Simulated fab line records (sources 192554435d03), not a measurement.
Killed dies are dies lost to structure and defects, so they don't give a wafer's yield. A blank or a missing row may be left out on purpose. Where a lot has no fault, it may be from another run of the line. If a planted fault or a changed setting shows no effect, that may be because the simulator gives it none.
fab line records -- flow n5Finfet -- part 1 of 2: steps 1 to 19 of 23
[record] lots = 5, wafers = 15, lastDay = 17
route steps=1938 shown BEOL_M15@1811 PASS1_DEP@1831 MIM_BOT@1832
lots untouched by any fault: they come from a run of this same line in which no faults occurred
startH: hours from the record's first day to the start of the lot's first wafer shown -- waitH: time in hours since the lot's previous step -- " same as the row above -- L1.1+2: one row covering several wafers at once -- - no value present, or no start provided -- * or withheld: withheld -- < > ~ a bound
route shown NAME@n: a module of which the file shows steps, and the number in the route of the first -- usual: average and standard deviation across the fault-free wafers -- same: alike in all rows -- chamber/n: place in a boat -- sites: each site's reading -- _std_site: standard deviation across them -- _edge_site: the outer-site mean with the inner-site mean subtracted -- radiusMm: for every site, how far away it sits from the centre of the wafer -- mask NAME#n: copy n -- behind: the tool/chamber that last shaped the wafer -- hold: cause of the lot's hold/its duration in hours/its outcome -- device: whichever transistor did not switch (one of n, p or np) -- end of line: the route-end tests of the same wafers -- a step with no rows: only its recipe -- killed: dies that structure and defects cost at the first sort, which is not the same as the wafer's yield -- map: per-die view of a wafer (x killed, . not killed, _ where there is no die)
set.NAME: the setting that was run; set.NAME@STEP: the one run at that earlier step -- model.NAME: the simulator's own value behind a step, which no gauge read
a table for each step, a row for each wafer; lots at some steps of the route
services: a tool's chamber out of use, with start hour (startH, from the record's first day; less than 0 if before it), hours out, and reason
[[steps]]
[step N5_BEOL_M15_STRIP_36]
[recipe] chemistry = O2, powerW = 600, tempC = 60, pressureMtorr = 30, rfFrequencyHz = 6e+07, biasPowerW = 0, overashFraction = 0.3, o2FlowSccm = 225
[usual] chamberPressureMTorr = 30.00/0.054, drypumpMotorCurrentA = 5.7/0.57, o2FlowSccm = 224.9/0.71, oesProductAu = 0.83/0.064, rfVppV = 3.8/0.93, showerheadPlenumPTorr = 2.16/0.053, throttleValvePct = 16.55/0.25
[same] overashFraction = 0.3
lot.wafer,tool,chamber,startH,waitH,chamberPressureMTorr,drypumpMotorCurrentA,o2FlowSccm,oesProductAu,rfHoursCounterH,rfVppV,showerheadPlenumPTorr,throttleValvePct
L081.1,rieDiel-04,3,298.97,1.1,29.96,5.5,224.2,0.84,57,4.2,2.12,16.27
L081.5,rieDiel-04,3,298.97,1.1,30.00,5.5,223.5,0.84,-,4.3,2.12,16.28
L081.6,rieDiel-04,0,298.97,1.1,29.97,6.4,225.4,0.82,-,4.3,2.13,16.91
L085.1,rieDiel-04,0,316.72,1.8,29.92,6.4,225.0,0.83,79,4.2,2.13,16.89
L085.2,rieDiel-04,2,316.72,1.8,29.99,5.4,224.3,0.84,68,4.8,2.21,16.49
L085.4,rieDiel-04,3,316.72,1.8,30.06,5.5,224.8,0.83,62,4.6,2.12,16.33
L091.3,rieDiel-04,3,350.63,3.8,30.01,5.5,225.6,0.82,72,3.2,2.11,16.33
L091.5,rieDiel-04,1,350.63,3.8,30.01,4.7,224.8,0.87,-,3.4,2.14,16.14
L091.6,rieDiel-04,2,350.63,3.8,30.00,5.4,223.0,0.82,-,6.2,2.21,16.56
L093.1,rieDiel-04,0,367.11,0.4,29.94,6.4,224.2,0.81,94,4.5,2.13,16.94
L093.2,rieDiel-04,3,367.11,0.4,30.03,5.5,224.1,0.82,76,2.4,2.11,16.35
L093.3,rieDiel-04,1,367.11,0.4,30.10,4.7,224.4,0.85,47,2.7,2.14,16.16
L095.2,rieDiel-03,3,382.17,0.7,30.06,6.2,226.3,0.81,82,2.6,2.21,16.76
L095.4,rieDiel-03,2,382.17,0.7,30.06,5.1,225.7,0.88,35,2.8,2.24,16.51
L095.5,rieDiel-03,1,382.17,0.7,30.01,5.4,223.9,0.71,-,4.3,2.16,16.88
[step N5_BEOL_M15_STRIP_62]
[recipe] chemistry = O2, powerW = 600, tempC = 60, pressureMtorr = 30, rfFrequencyHz = 6e+07, biasPowerW = 0, overashFraction = 0.3, o2FlowSccm = 225
[usual] chamberPressureMTorr = 30.003/0.025, drypumpMotorCurrentA = 5.7/0.57, o2FlowSccm = 225.2/0.8, oesProductAu = 0.82/0.063, rfVppV = 3.7/0.46, showerheadPlenumPTorr = 2.16/0.053, throttleValvePct = 16.55/0.25
[same] overashFraction = 0.3
lot.wafer,tool,chamber,startH,waitH,chamberPressureMTorr,drypumpMotorCurrentA,o2FlowSccm,oesProductAu,rfHoursCounterH,rfVppV,showerheadPlenumPTorr,throttleValvePct
L081.1,rieDiel-04,3,-,-,29.960,5.5,224.6,0.83,57,3.3,2.12,16.30
L081.5,rieDiel-04,3,-,-,30.003,5.5,224.6,0.85,-,4.5,2.12,16.29
L081.6,rieDiel-04,0,-,-,30.019,6.4,224.3,0.81,-,3.4,2.13,16.89
L085.1,rieDiel-04,0,-,-,29.991,6.4,230.1,0.82,79,4.5,2.13,16.90
L085.2,rieDiel-04,2,-,-,29.982,5.4,226.5,0.83,68,2.7,2.21,16.53
L085.4,rieDiel-04,3,-,-,29.996,5.5,225.5,0.83,62,2.7,2.12,16.30
L091.3,rieDiel-04,3,-,-,30.007,5.5,225.3,0.82,72,3.5,2.11,16.32
L091.5,rieDiel-04,1,-,-,29.979,4.7,225.5,0.87,-,2.9,2.14,16.18
L091.6,rieDiel-04,2,-,-,30.017,5.4,225.6,0.82,-,3.7,2.21,16.55
L093.1,rieDiel-04,0,-,-,29.988,6.4,224.7,0.81,94,3.4,2.13,16.92
L093.2,rieDiel-04,3,-,-,30.023,5.5,225.3,0.82,77,3.3,2.11,16.33
L093.3,rieDiel-04,1,-,-,29.985,4.7,225.4,0.86,47,3.4,2.14,16.17
L095.2,rieDiel-03,3,-,-,30.028,6.2,225.7,0.82,82,4.0,2.21,16.73
L095.4,rieDiel-03,2,-,-,30.022,5.1,224.9,0.87,35,4.0,2.24,16.49
L095.5,rieDiel-03,1,-,-,29.973,5.4,226.0,0.71,-,4.5,2.16,16.88
[step N5_BEOL_M15_STRIP_37]
[recipe] chemistry = O2, powerW = 600, tempC = 60, pressureMtorr = 30, rfFrequencyHz = 6e+07, biasPowerW = 0, overashFraction = 0.3, o2FlowSccm = 225
[usual] chamberPressureMTorr = 30.00/0.036, drypumpMotorCurrentA = 5.7/0.57, o2FlowSccm = 225.0/0.7, oesProductAu = 0.82/0.063, rfVppV = 3.7/0.62, showerheadPlenumPTorr = 2.16/0.053, throttleValvePct = 16.55/0.25
[same] overashFraction = 0.3
lot.wafer,tool,chamber,startH,waitH,chamberPressureMTorr,drypumpMotorCurrentA,o2FlowSccm,oesProductAu,rfHoursCounterH,rfVppV,showerheadPlenumPTorr,throttleValvePct
L081.1,rieDiel-04,3,-,-,30.01,5.5,225.5,0.84,57,3.3,2.12,16.28
L081.5,rieDiel-04,3,-,-,30.04,5.5,224.7,0.84,-,3.1,2.12,16.30
L081.6,rieDiel-04,0,-,-,30.06,6.4,224.9,0.81,-,3.7,2.13,16.88
L085.1,rieDiel-04,0,-,-,29.96,6.4,225.6,0.82,79,4.6,2.13,16.89
L085.2,rieDiel-04,2,-,-,29.98,5.4,225.1,0.82,68,3.4,2.21,16.55
L085.4,rieDiel-04,3,-,-,30.03,5.5,226.0,0.84,62,3.3,2.12,16.32
L091.3,rieDiel-04,3,-,-,30.01,5.5,224.5,0.83,72,3.2,2.11,16.32
L091.5,rieDiel-04,1,-,-,30.01,4.7,226.0,0.86,-,4.1,2.14,16.14
L091.6,rieDiel-04,2,-,-,30.00,5.4,225.3,0.82,-,3.8,2.21,16.53
L093.1,rieDiel-04,0,-,-,30.03,6.4,225.4,0.80,94,3.4,2.13,16.90
L093.2,rieDiel-04,3,-,-,30.02,5.5,225.0,0.81,77,3.4,2.11,16.30
L093.3,rieDiel-04,1,-,-,29.98,4.7,225.0,0.86,47,3.0,2.14,16.15
L095.2,rieDiel-03,3,-,-,29.97,6.2,225.7,0.81,82,3.4,2.21,16.74
L095.4,rieDiel-03,2,-,-,30.02,5.1,225.0,0.88,35,3.6,2.24,16.49
L095.5,rieDiel-03,1,-,-,30.02,5.4,225.2,0.71,-,2.4,2.16,16.89
[step N5_BEOL_M15_ETCH_38]
[recipe] chemistry = CF4/N2, target = SiCN, targetDepthA = 1064, taperDeg = 2, timeS = 120.5, ionEnergyEv = 150, maskMaterial = SiO2, pressureMtorr = 40, sourceW = 430, biasW = 70, Ar_flow_sccm = 100, cf4FlowSccm = 60, n2FlowSccm = 60
[usual] chamberPressureMTorr = 40.00/0.037, drypumpMotorCurrentA = 5.7/0.57, oesProductAu = 0.82/0.063, rfVppV = 383.7/1.6, showerheadPlenumPTorr = 2.27/0.054, throttleValvePct = 15.31/0.23
lot.wafer,tool,chamber,startH,waitH,chamberPressureMTorr,drypumpMotorCurrentA,oesProductAu,rfHoursCounterH,rfVppV,showerheadPlenumPTorr,throttleValvePct
L081.1,rieDiel-04,3,-,-,39.97,5.5,0.83,57,382.6,2.24,15.14
L081.5,rieDiel-04,3,-,-,40.00,5.5,0.82,-,383.3,2.24,15.13
L081.6,rieDiel-04,0,-,-,40.02,6.4,0.82,-,382.3,2.23,15.56
L085.1,rieDiel-04,0,-,-,39.98,6.4,0.82,80,381.6,2.23,15.57
L085.2,rieDiel-04,2,-,-,40.03,5.4,0.84,68,383.9,2.33,15.28
L085.4,rieDiel-04,3,-,-,40.04,5.5,0.82,62,383.0,2.24,15.14
L091.3,rieDiel-04,3,-,-,40.02,5.5,0.80,72,382.9,2.24,15.16
L091.5,rieDiel-04,1,-,-,40.09,4.7,0.85,-,380.6,2.25,14.92
L091.6,rieDiel-04,2,-,-,40.01,5.4,0.83,-,384.2,2.32,15.33
L093.1,rieDiel-04,0,-,-,39.98,6.4,0.79,94,382.7,2.22,15.60
L093.2,rieDiel-04,3,-,-,39.97,5.5,0.81,77,383.4,2.24,15.17
L093.3,rieDiel-04,1,-,-,40.04,4.7,0.86,47,384.1,2.25,14.94
L095.2,rieDiel-03,3,-,-,40.06,6.2,0.81,82,384.6,2.33,15.50
L095.4,rieDiel-03,2,-,-,39.99,5.1,0.88,35,384.3,2.35,15.25
L095.5,rieDiel-03,1,-,-,40.02,5.4,0.70,-,382.0,2.26,15.63
[step N5_BEOL_M15_PRECLEAN_39]
[recipe] chemistry = residueRemover, timeS = 60, tempC = 40
lot.wafer,tool,chamber,startH,waitH
L081.1+5+6,wetBench-02,"2,3,5",299.25,-
L085.1+2+4,wetBench-06,"7,1,6",316.99,-
L091.3+5+6,wetBench-06,"7,0,5",350.91,-
L093.1+2+3,wetBench-05,"6,7,1",367.39,-
L095.2+4+5,wetBench-05,"3,4,7",382.45,-
[step N5_BEOL_M15_SRD_40]
[recipe] timeS = 30, tempC = 23, rinseLiquid = diw, dry = n2Spin, spinRpm = 1500, dryTimeS = 30
lot.wafer,tool,chamber,startH,waitH
L081.1+5+6,wetBench-02,"2,3,5",299.27,0.0
L085.1+2+4,wetBench-06,"7,1,6",317.01,0.0
L091.3+5+6,wetBench-06,"7,0,5",350.95,0.0
L093.1+2+3,wetBench-05,"6,7,1",367.41,0.0
L095.2+4+5,wetBench-05,"3,4,7",382.47,0.0
[step N5_BEOL_M15_DEGAS_41]
[recipe] ambient = vacuum, tempC = 300, timeS = 60
[usual] heaterPowerW = 452/46
lot.wafer,tool,chamber,startH,waitH,heaterPowerW
L081.1,pvdSputter-02,-,299.41,0.1,434
L081.5,pvdSputter-02,-,299.41,0.1,402
L081.6,pvdSputter-02,-,299.41,0.1,426
L085.1,pvdSputter-01,-,317.24,0.2,402
L085.2,pvdSputter-01,-,317.24,0.2,476
L085.4,pvdSputter-01,-,317.24,0.2,463
L091.3,pvdSputter-02,-,351.10,0.1,563
L091.5,pvdSputter-02,-,351.10,0.1,557
L091.6,pvdSputter-02,-,351.10,0.1,435
L093.1,pvdSputter-03,-,368.12,0.7,409
L093.2,pvdSputter-03,-,368.12,0.7,467
L093.3,pvdSputter-03,-,368.12,0.7,418
L095.2,pvdSputter-01,-,382.81,0.3,457
L095.4,pvdSputter-01,-,382.81,0.3,477
L095.5,pvdSputter-01,-,382.81,0.3,493
[step N5_BEOL_M15_PRE_CLEAN_42]
[recipe] gas = H2/He, timeS = 30, tempC = 300
[usual] heaterPowerW = 452/46
lot.wafer,tool,chamber,startH,waitH,heaterPowerW
L081.1,pvdSputter-02,-,299.45,0.0,432
L081.5,pvdSputter-02,-,299.45,0.0,391
L081.6,pvdSputter-02,-,299.45,0.0,430
L085.1,pvdSputter-01,-,317.28,0.0,405
L085.2,pvdSputter-01,-,317.28,0.0,481
L085.4,pvdSputter-01,-,317.28,0.0,466
L091.3,pvdSputter-02,-,351.14,0.0,572
L091.5,pvdSputter-02,-,351.14,0.0,557
L091.6,pvdSputter-02,-,351.14,0.0,433
L093.1,pvdSputter-03,-,368.16,0.0,409
L093.2,pvdSputter-03,-,368.16,0.0,445
L093.3,pvdSputter-03,-,368.16,0.0,419
L095.2,pvdSputter-01,-,382.85,0.0,466
L095.4,pvdSputter-01,-,382.85,0.0,468
L095.5,pvdSputter-01,-,382.85,0.0,486
[step N5_BEOL_M15_SPUTTER_43]
[recipe] material = TaN, targetThkA = 150, tempC = 50, biasV = 168.6, powerW = 15000, chamberPressurePa = 0.12, timeS = 24.19
[usual] chamberPressurePa = 0.12003/0.00027, throttleValvePct = 30.2/0.97
lot.wafer,tool,chamber,startH,waitH,chamberPressurePa,throttleValvePct
L081.1,pvdSputter-02,-,299.49,0.0,0.1202,31.2
L081.5,pvdSputter-02,-,299.49,0.0,0.11975,31.0
L081.6,pvdSputter-02,-,299.49,0.0,0.1199,31.0
L085.1,pvdSputter-01,-,317.32,0.0,0.1198,31.2
L085.2,pvdSputter-01,-,317.32,0.0,0.11984,30.5
L085.4,pvdSputter-01,-,317.32,0.0,0.11983,28.5
L091.3,pvdSputter-02,-,351.18,0.0,0.12003,30.6
L091.5,pvdSputter-02,-,351.18,0.0,0.11987,30.6
L091.6,pvdSputter-02,-,351.18,0.0,0.11992,31.0
L093.1,pvdSputter-03,-,368.20,0.0,0.12015,29.5
L093.2,pvdSputter-03,-,368.20,0.0,0.11986,29.7
L093.3,pvdSputter-03,-,368.20,0.0,0.12041,30.0
L095.2,pvdSputter-01,-,382.89,0.0,0.12047,28.5
L095.4,pvdSputter-01,-,382.89,0.0,0.12025,30.5
L095.5,pvdSputter-01,-,382.89,0.0,0.12055,31.3
[step N5_BEOL_M15_SPUTTER_44]
[recipe] material = Ta, targetThkA = 150, tempC = 50, biasV = 80, powerW = 15000, chamberPressurePa = 0.07, timeS = 24.19
[usual] chamberPressurePa = 0.06997/0.00015, throttleValvePct = 30.2/0.97
lot.wafer,tool,chamber,startH,waitH,chamberPressurePa,throttleValvePct
L081.1,pvdSputter-02,-,299.57,0.0,0.06972,31.0
L081.5,pvdSputter-02,-,299.57,0.0,0.07001,30.7
L081.6,pvdSputter-02,-,299.57,0.0,0.06978,31.4
L085.1,pvdSputter-01,-,317.40,0.0,0.06996,31.1
L085.2,pvdSputter-01,-,317.40,0.0,0.07007,30.4
L085.4,pvdSputter-01,-,317.40,0.0,0.06991,28.4
L091.3,pvdSputter-02,-,351.26,0.0,0.06957,30.6
L091.5,pvdSputter-02,-,351.26,0.0,0.06975,30.7
L091.6,pvdSputter-02,-,351.26,0.0,0.07004,31.2
L093.1,pvdSputter-03,-,368.28,0.0,0.06996,28.8
L093.2,pvdSputter-03,-,368.28,0.0,0.07004,29.8
L093.3,pvdSputter-03,-,368.28,0.0,0.06995,30.0
L095.2,pvdSputter-01,-,382.97,0.0,0.0702,28.6
L095.4,pvdSputter-01,-,382.97,0.0,0.0701,30.6
L095.5,pvdSputter-01,-,382.97,0.0,0.0704,31.4
[step N5_BEOL_M15_SPUTTER_45]
[recipe] material = Cu, targetThkA = 1000, tempC = -20, biasV = 60, powerW = 26000, chamberPressurePa = 0.13, timeS = 16.67
[usual] chamberPressurePa = 0.13002/0.00025, throttleValvePct = 30.2/0.97
lot.wafer,tool,chamber,startH,waitH,chamberPressurePa,throttleValvePct
L081.1,pvdSputter-02,-,299.65,0.0,0.12957,31.0
L081.5,pvdSputter-02,-,299.65,0.0,0.13001,31.4
L081.6,pvdSputter-02,-,299.65,0.0,0.12939,30.9
L085.1,pvdSputter-01,-,317.48,0.0,0.13025,31.0
L085.2,pvdSputter-01,-,317.48,0.0,0.13018,30.6
L085.4,pvdSputter-01,-,317.48,0.0,0.13013,28.4
L091.3,pvdSputter-02,-,351.34,0.0,0.12994,30.5
L091.5,pvdSputter-02,-,351.34,0.0,0.13017,30.6
L091.6,pvdSputter-02,-,351.34,0.0,0.13029,31.1
L093.1,pvdSputter-03,-,368.36,0.0,0.12976,29.3
L093.2,pvdSputter-03,-,368.36,0.0,0.13003,29.5
L093.3,pvdSputter-03,-,368.36,0.0,0.12999,30.4
L095.2,pvdSputter-01,-,383.05,0.0,0.12952,28.4
L095.4,pvdSputter-01,-,383.05,0.0,0.13034,30.5
L095.5,pvdSputter-01,-,383.05,0.0,0.13032,31.2
[step N5_BEOL_M15_ECD_47]
[recipe] material = Cu, targetThkA = 18600
lot.wafer,tool,chamber,startH,waitH
L081.1+5+6,ecdCu-02,"1,1,0",299.77,0.1
L085.1+2+4,ecdCu-01,"1,0,1",317.60,0.1
L091.3+5+6,ecdCu-02,"1,1,0",351.53,0.2
L093.1+2+3,ecdCu-01,"1,0,0",368.48,0.1
L095.2+4+5,ecdCu-01,"0,1,1",383.16,0.1
[step N5_BEOL_M15_ANNEAL_48]
[recipe] tempC = 225, timeS = 90, ambient = N2
[usual] wafer_temp_C_max = 225.98/0.25
lot.wafer,tool,chamber,startH,waitH,wafer_temp_C_max
L081.1,rtpAnneal-02,0,300.01,0.2,225.89
L081.5,rtpAnneal-02,0,300.01,0.2,225.89
L081.6,rtpAnneal-02,0,300.01,0.2,226.14
L085.1,rtpAnneal-02,0,318.02,0.3,225.72
L085.2,rtpAnneal-02,0,318.02,0.3,225.80
L085.4,rtpAnneal-02,0,318.02,0.3,225.60
L091.3,rtpAnneal-02,0,351.79,0.2,225.63
L091.5,rtpAnneal-02,0,351.79,0.2,225.92
L091.6,rtpAnneal-02,0,351.79,0.2,226.08
L093.1,rtpAnneal-02,0,368.81,0.3,225.87
L093.2,rtpAnneal-02,0,368.81,0.3,226.14
L093.3,rtpAnneal-02,0,368.81,0.3,226.01
L095.2,rtpAnneal-01,0,383.56,0.3,226.75
L095.4,rtpAnneal-01,0,383.56,0.3,226.12
L095.5,rtpAnneal-01,0,383.56,0.3,226.22
[step N5_BEOL_M15_CMP_49]
[recipe] stopOn = SiO2, tOverpolishS = 4.9, downForcePsi = 2, platenRpm = 80, clearingPlatenDownForcePsi = 2, clearingPlatenRpm = 80, postCmpClean = cuAlkaline, targetThkNm = 850, clearingPlatenPadVelocityMS = 1.5917, padVelocityMS = 1.5917
[usual] barrierFieldEndpointS = 11.39/0.28, edgeZonePressureFrac = 1.000/0.0049, motorCurrentA = 8.2/0.62, overpolishRunS = 4.900/0.0093, slurryFilterDpKPa = 13.50/0.14
lot.wafer,tool,chamber,startH,waitH,barrierFieldEndpointS,edgeZonePressureFrac,motorCurrentA,overpolishRunS,slurryFilterDpKPa
L081.1,cmp-03,1,300.69,0.6,11.31,1.001,8.4,4.888,13.52
L081.5,cmp-03,2,300.69,0.6,11.14,0.996,9.4,4.925,13.43
L081.6,cmp-03,3,300.69,0.6,11.25,1.003,8.2,4.888,13.36
L085.4,cmp-02,1,318.32,0.1,11.28,1.006,9.1,4.883,13.78
L085.2,cmp-02,3,318.32,0.1,11.45,1.008,7.0,4.897,13.41
L085.1,cmp-02,0,318.32,0.1,11.34,1.009,7.5,4.894,13.39
L091.3,cmp-03,2,352.11,0.3,11.65,0.991,8.6,4.908,13.60
L091.6,cmp-03,3,352.11,0.3,11.62,0.994,8.3,4.900,13.38
L091.5,cmp-03,0,352.11,0.3,11.70,0.991,8.2,4.910,13.62
L093.2,cmp-04,2,369.15,0.3,11.34,1.003,8.2,4.893,13.32
L093.3,cmp-04,3,369.15,0.3,11.28,0.996,8.5,4.893,13.47
L093.1,cmp-04,0,369.15,0.3,11.13,1.004,8.4,4.904,13.32
L095.2,cmp-02,2,383.81,0.2,11.29,1.003,8.3,4.888,13.38
L095.4,cmp-02,3,383.81,0.2,11.09,0.994,6.8,4.895,13.41
L095.5,cmp-02,3,383.81,0.2,11.11,0.999,7.2,4.899,13.25
[step N5_BEOL_M15_THK_MEAS_50]
[recipe] thkMeasGauge = xrf, reads = Cu_of_BEOL_M15_ECD_47
[usual] M15_THK = 869/16
lot.wafer,tool,chamber,startH,waitH,M15_THK[nm]
L081.1,filmMetro-02,-,300.87,-,883
L081.5,filmMetro-02,-,300.87,-,884
L081.6,filmMetro-02,-,300.87,-,881
L085.1,filmMetro-01,-,318.61,-,889
L085.2,filmMetro-01,-,318.61,-,870
L085.4,filmMetro-01,-,318.61,-,892
L091.3,filmMetro-01,-,352.29,-,861
L091.5,filmMetro-01,-,352.29,-,864
L091.6,filmMetro-01,-,352.29,-,854
L093.1,filmMetro-02,-,369.45,-,860
L093.2,filmMetro-02,-,369.45,-,855
L093.3,filmMetro-02,-,369.45,-,878
L095.2,filmMetro-01,-,384.10,-,848
L095.4,filmMetro-01,-,384.10,-,865
L095.5,filmMetro-01,-,384.10,-,865
[step N5_BEOL_M15_PRE_CLEAN_52]
[recipe] gas = NH3, timeS = 15, tempC = withheld, rfPowerW = 300
lot.wafer,tool,chamber,startH,waitH
L081.1+5+6,pecvd-04,"2,2,0",300.91,0.0
L085.1+2+4,pecvd-03,"1,0,2",318.65,0.0
L091.3+5+6,pecvd-04,"2,2,0",352.33,0.0
L093.1+2+3,pecvd-02,"1,2,0",369.48,0.0
L095.2+4+5,pecvd-02,"1,1,2",384.14,0.0
[step N5_BEOL_M15_DEP_53]
[recipe] material = SiCN, targetThkA = 500, tempC = withheld, precursor = 3MS/NH3, pressureTorr = 3, rfW = 675, timeS = 17.8
[usual] chamberPressureTorr = 3.000/0.0061, showerheadPlenumPTorr = 4.167/0.027, throttleValvePct = 18.3/0.64
lot.wafer,tool,chamber,startH,waitH,chamberPressureTorr,showerheadPlenumPTorr,throttleValvePct
L081.1,pecvd-04,2,300.93,0.0,2.996,4.201,17.2
L081.5,pecvd-04,2,300.93,0.0,3.003,4.202,17.1
L081.6,pecvd-04,0,300.93,0.0,2.996,4.148,19.2
L085.1,pecvd-03,1,318.68,0.0,2.997,4.146,19.0
L085.2,pecvd-03,0,318.68,0.0,3.002,4.177,18.2
L085.4,pecvd-03,2,318.68,0.0,2.991,4.138,17.0
L091.3,pecvd-04,2,352.35,0.0,3.001,4.209,17.4
L091.5,pecvd-04,2,352.35,0.0,3.005,4.190,17.3
L091.6,pecvd-04,0,352.35,0.0,3.001,4.154,19.2
L093.1,pecvd-02,1,369.51,0.0,3.000,4.177,18.7
L093.2,pecvd-02,2,369.51,0.0,3.014,4.178,18.3
L093.3,pecvd-02,0,369.51,0.0,3.006,4.197,18.3
L095.2,pecvd-02,1,384.16,0.0,3.002,4.179,18.7
L095.4,pecvd-02,1,384.16,0.0,2.988,4.183,18.9
L095.5,pecvd-02,2,384.16,0.0,3.003,4.183,18.3
[step N5_BEOL_M15_RS_MEAS_54]
[recipe] thkMeasGauge = four-point-probe, reads = Cu_of_BEOL_M15_ECD_47+Ta_of_BEOL_M15_SPUTTER_44+TaN_of_BEOL_M15_SPUTTER_43
[usual] M15_RS = 0.0213/0.00035
lot.wafer,tool,chamber,startH,waitH,M15_RS[ohm/sq]
L081.1,filmMetro-01,-,301.00,0.0,0.0211
L081.5,filmMetro-01,-,301.00,0.0,0.0211
L081.6,filmMetro-01,-,301.00,0.0,0.0212
L085.1,filmMetro-01,-,318.74,0.0,0.0208
L085.2,filmMetro-01,-,318.74,0.0,0.0213
L085.4,filmMetro-01,-,318.74,0.0,0.0207
L091.3,filmMetro-02,-,352.42,0.1,0.0212
L091.5,filmMetro-02,-,352.42,0.1,0.0212
L091.6,filmMetro-02,-,352.42,0.1,0.0214
L093.1,filmMetro-02,-,369.58,0.0,0.0215
L093.2,filmMetro-02,-,369.58,0.0,0.0216
L093.3,filmMetro-02,-,369.58,0.0,0.0211
L095.2,filmMetro-02,-,384.23,0.1,0.0216
L095.4,filmMetro-02,-,384.23,0.1,0.0213
L095.5,filmMetro-02,-,384.23,0.1,0.0212
[step N5_BEOL_M15_INSPECT_55]
[recipe] inspectInstrument = darkfield, mode = postDep
[usual] rawDefectCount = 71/24
lot.wafer,tool,chamber,startH,waitH,rawDefectCount
L081.1,defectInspect-02,-,301.02,0.0,55
L081.5,defectInspect-02,-,301.02,0.0,45
L081.6,defectInspect-02,-,301.02,0.0,79
L085.1,defectInspect-01,-,318.77,0.0,57
L085.2,defectInspect-01,-,318.77,0.0,46
L085.4,defectInspect-01,-,318.77,0.0,77
L091.3,defectInspect-01,-,352.45,0.0,52
L091.5,defectInspect-01,-,352.45,0.0,59
L091.6,defectInspect-01,-,352.45,0.0,47
L093.1,defectInspect-01,-,369.60,0.0,55
L093.2,defectInspect-01,-,369.60,0.0,70
L093.3,defectInspect-01,-,369.60,0.0,89
L095.2,defectInspect-01,-,384.26,0.0,33
L095.4,defectInspect-01,-,384.26,0.0,47
L095.5,defectInspect-01,-,384.26,0.0,64
